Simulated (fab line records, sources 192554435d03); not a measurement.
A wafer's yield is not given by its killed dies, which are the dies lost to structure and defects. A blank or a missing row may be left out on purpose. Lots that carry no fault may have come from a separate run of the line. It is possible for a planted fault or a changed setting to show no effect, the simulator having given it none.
Split-lot experiment	flow n5Finfet	on a route of 1938 steps: 7 lots, 21 wafers read

## THE SPLIT ITSELF
At N5_BEOL_M14_COAT_58 (time 60 s, resist thk 89 nm), the setting spinRpm was moved away from the recipe's 1500 rpm on 7 of the 21 wafers read, by -6.1% to +10.7%. All remaining wafers had this setting at the recipe value.

## FROM THE SPLIT TO THE READING: what the file shows between them, 6 steps
- N5_BEOL_M14_EXPOSE_07: exposes mask V13 (also split here: doseMj)
- N5_BEOL_M14_PEB_08: peb time 90 s
- N5_BEOL_M14_DEVELOP_09: develop time 45 s
- N5_BEOL_M14_HARDBAKE_14: time 120 s
- N5_BEOL_M14_CD_MEAS_10: target cd 250 nm
- N5_BEOL_M14_DESCUM_15: chemistry O2, time 7.9 s

## THE READING
etch.depthNm (the simulator's own value, which no gauge read), in nm, at N5_BEOL_M14_ETCH_59 (etches BARC in N2/H2, target depth 89 nm, overetch 26.7 nm, time 67.9 s). The file does not state a usual value for it. Here, 14 wafers ran the recipe; their average is 89.17 nm with a standard deviation of 0.19 nm.

wafer	tool, chamber at the split	spinRpm as run, rpm	against the recipe	etch.depthNm, nm	against lot-mates on the recipe
L076.1	lithoTrack-01, 0	1500	recipe	89.12	-
L076.3	lithoTrack-01, 0	1500	recipe	89.46	-
L076.4	lithoTrack-01, 0	1500	recipe	89.15	-
L086.2	lithoTrack-01, 0	1409	-6.1%	92.26	+3.32
L086.3	lithoTrack-01, 0	1500	recipe	88.91	-
L086.4	lithoTrack-01, 0	1500	recipe	88.97	-
L087.1	lithoTrack-01, 0	1584	+5.6%	86.44	-2.70
L087.2	lithoTrack-01, 0	1584	+5.6%	86.46	-2.68
L087.6	lithoTrack-01, 0	1500	recipe	89.14	-
L089.1	lithoTrack-05, 0	1545	+3.0%	87.72	-1.37
L089.4	lithoTrack-05, 0	1545	+3.0%	87.75	-1.34
L089.5	lithoTrack-05, 0	1500	recipe	89.09	-
L092.2	lithoTrack-04, 0	1500	recipe	89	-
L092.3	lithoTrack-04, 0	1660	+10.7%	84.56	-4.56
L092.4	lithoTrack-04, 0	1500	recipe	89.24	-
L090.2	lithoTrack-01, 0	1500	recipe	89.08	-
L090.4	lithoTrack-01, 0	1500	recipe	89.27	-
L090.5	lithoTrack-01, 0	1500	recipe	89.01	-
L094.1	lithoTrack-04, 0	1500	recipe	89.62	-
L094.5	lithoTrack-04, 0	1452	-3.2%	90.76	+1.32
L094.6	lithoTrack-04, 0	1500	recipe	89.27	-

THE FIT
A straight line over all 21 wafers: etch.depthNm changes by -0.465 nm for each +1% of spinRpm; r = -0.99; the points scatter about the line by 0.19 nm.
The same after taking each lot's own level away (the mean of its wafers on the recipe; 21 wafers): -0.463 nm for each +1%; r = -0.99; scatter 0.18 nm.
That fit puts the effect of the largest move of spinRpm on the reading at 4.9 nm.
From 88.940 to 89.445 nm: that is the span of the lots' own levels, equal to 2.7 times the standard deviation above.
The two slopes agree, so the slope changes little with the lot-to-lot level.
Check: with one of the wafers moved furthest among these (+10.7%) left out of the fit, the line predicts -5.22 nm for it against its lot-mates. Against them it came out at -4.56 nm.

## FURTHER SPLITS ON THESE WAFERS
Before the reading, these wafers also passed through other splits. Each is held against what the fit with the lots' levels taken away leaves over:
other split on the same wafers	wafers away from the commonest value	r with etch.depthNm (lot level and that fit taken away)
N5_BEOL_M13_COAT_65 spinRpm	7	+0.13
N5_BEOL_M14_EXPOSE_07 doseMj	7	-0.33

## THE WHOLE CHAIN: every reading that the file lists as answering this split, in the file's order
step	what it does	reading	change (the file's fit)	r (the file's)
N5_BEOL_M14_COAT_58	time 60 s, resist thk 89 nm	BARC_of_BEOL_M14_COAT_58.thkNm (the simulator's own value, which no gauge read)	-0.453 nm for each +1% of the setting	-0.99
N5_BEOL_M14_ETCH_59	etches BARC in N2/H2, target depth 89 nm, overetch 26.7 nm, time 67.9 s	etch.depthNm (the simulator's own value, which no gauge read)	-0.458 nm for each +1% of the setting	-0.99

## FILE'S OWN FIT
etch.depthNm changes by -0.458 nm for each +1% of spinRpm, r = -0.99.
